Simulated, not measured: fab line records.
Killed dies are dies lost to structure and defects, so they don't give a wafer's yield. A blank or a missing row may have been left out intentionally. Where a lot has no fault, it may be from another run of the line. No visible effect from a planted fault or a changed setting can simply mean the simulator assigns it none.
Matching of chambers :: flow nandHarc :: pecvd-04 running NHARC_A_STAIRCASE_DEP_417: 3 sister chambers
The step deposits Si3N4, target thk 60 nm. 3 wafers are shown with their chamber, then 12 later ones without.

## WAFERS WITH THEIR CHAMBER
wafer: L089.1
chamber: 1
showerheadVppV (V): 1358

wafer: L088.4
chamber: 2
showerheadVppV (V): 1251

wafer: L088.5
chamber: 0
showerheadVppV (V): 1339

## WAFERS WITHOUT THEIR CHAMBER
wafer: L091.3
showerheadVppV (V): 1381

wafer: L091.4
showerheadVppV (V): 1359

wafer: L091.6
showerheadVppV (V): 1314

wafer: L094.4
showerheadVppV (V): 1323

wafer: L094.5
showerheadVppV (V): 1296

wafer: L094.6
showerheadVppV (V): 1327

wafer: L096.1
showerheadVppV (V): 1266

wafer: L096.2
showerheadVppV (V): 1356

wafer: L096.3
showerheadVppV (V): 1328

wafer: L095.1
showerheadVppV (V): 1323

wafer: L095.2
showerheadVppV (V): 1353

wafer: L095.5
showerheadVppV (V): 1274

## WHICH CHAMBER EACH WENT THROUGH
wafer: L091.3
from the rows above: can't be placed: 1 or 0
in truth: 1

wafer: L091.4
from the rows above: can't be placed: 1 or 0
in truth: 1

wafer: L091.6
from the rows above: can't be placed: 0 or 1 or 2
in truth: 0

wafer: L094.4
from the rows above: can't be placed: 0 or 1
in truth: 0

wafer: L094.5
from the rows above: can't be placed: 0 or 2 or 1
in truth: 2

wafer: L094.6
from the rows above: can't be placed: 0 or 1
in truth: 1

wafer: L096.1
from the rows above: 2
in truth: 2

wafer: L096.2
from the rows above: can't be placed: 1 or 0
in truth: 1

wafer: L096.3
from the rows above: can't be placed: 0 or 1
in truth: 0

wafer: L095.1
from the rows above: can't be placed: 0 or 1
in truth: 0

wafer: L095.2
from the rows above: can't be placed: 1 or 0
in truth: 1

wafer: L095.5
from the rows above: 2
in truth: 2
Placed correctly: 2 of 12. From these rows, 10 cannot be placed; in 10 the true chamber is one of the candidates. 0 placed wrongly.
How it was worked out, from the rows above alone: a wafer's distance from a chamber is the root of the sum, over the readings, of the square of ((its reading less the chamber's mean) divided by the reading's scatter). If the next closest chamber is less than 2 further off than the closest, the wafer can't be placed; otherwise it belongs to the closest. The mean given for a chamber averages the wafers shown for that chamber. The scatter: with one shown wafer a chamber, the root of the mean of the squares of how far each hidden wafer lies from its nearest shown one.
